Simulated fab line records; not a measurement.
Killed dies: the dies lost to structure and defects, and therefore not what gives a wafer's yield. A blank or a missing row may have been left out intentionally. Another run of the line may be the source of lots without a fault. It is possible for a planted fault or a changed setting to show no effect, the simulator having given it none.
Chamber matching ; flow n5-finfet ; N5_BEOL_M11_ETCH_65 on rie-diel-06: 4 sister chambers
The step etches SiARC in CF4, target depth 39 nm, time 65 s. 20 wafers are shown with their chamber, then 10 later ones without.

== WAFERS PAIRED WITH THEIR CHAMBERS ==
wafer;chamber;throttle-valve-pct (%);showerhead-plenum-p-Torr (Torr);drypump-motor-current-A (A)
L076.2;2;15.4;2.21;5.8
L076.5;3;15.8;2.28;5.4
L076.6;0;15.3;2.11;5.7
L085.2;1;16.2;2.06;5.6
L085.3;3;15.8;2.28;5.4
L085.6;3;15.8;2.28;5.4
L084.1;0;15.3;2.10;5.7
L084.3;3;15.9;2.27;5.3
L084.5;0;15.3;2.10;5.7
L091.3;3;15.9;2.27;5.3
L091.4;0;15.3;2.10;5.7
L091.6;3;15.8;2.27;5.4
L090.2;0;15.3;2.10;5.7
L090.3;1;16.2;2.05;5.6
L090.6;0;15.3;2.10;5.7
L088.1;2;15.4;2.20;5.8
L088.5;2;15.4;2.20;5.8
L088.6;3;15.9;2.27;5.4
L092.3;1;16.2;2.05;5.7
L092.5;2;15.4;2.20;5.8

SIGNATURES (averages over the wafers above)
reading;chamber 0;chamber 1;chamber 2;chamber 3;scatter within a chamber
throttle-valve-pct;15.300;16.200;15.400;15.843;0.0327
showerhead-plenum-p-Torr;2.1017;2.0533;2.2025;2.2743;0.00498
drypump-motor-current-A;5.700;5.633;5.800;5.371;0.0362
Rule: a wafer's distance from a chamber is the root of the sum, over the readings, of the square of ((its reading less the chamber's mean) divided by the reading's scatter). The wafer belongs to the nearest chamber; if the next one is less than 2 further off, it can't be placed. The scatter: the root of (the sum of the squares of (reading less its chamber's mean) over the shown wafers, divided by (wafers less chambers)).

== WAFERS WITHOUT THEIR CHAMBER ==
wafer;throttle-valve-pct (%);showerhead-plenum-p-Torr (Torr);drypump-motor-current-A (A)
L092.6;15.9;2.27;5.4
L093.1;16.2;2.05;5.6
L093.3;15.3;2.10;5.7
L093.6;15.9;2.27;5.3
L094.1;15.4;2.10;5.7
L094.3;15.4;2.20;5.8
L094.4;16.2;2.05;5.7
L096.1;15.3;2.09;5.7
L096.5;15.3;2.09;5.7
L096.6;15.9;2.27;5.4

== EACH ONE'S CHAMBER ==
wafer;from the rows above;in truth
L092.6;3;3
L093.1;1;1
L093.3;0;0
L093.6;3;3
L094.1;0;0
L094.3;2;2
L094.4;1;1
L096.1;0;0
L096.5;0;0
L096.6;3;3
10 of 10 placed correctly. From these rows, 0 cannot be placed. Placed wrongly: 0.
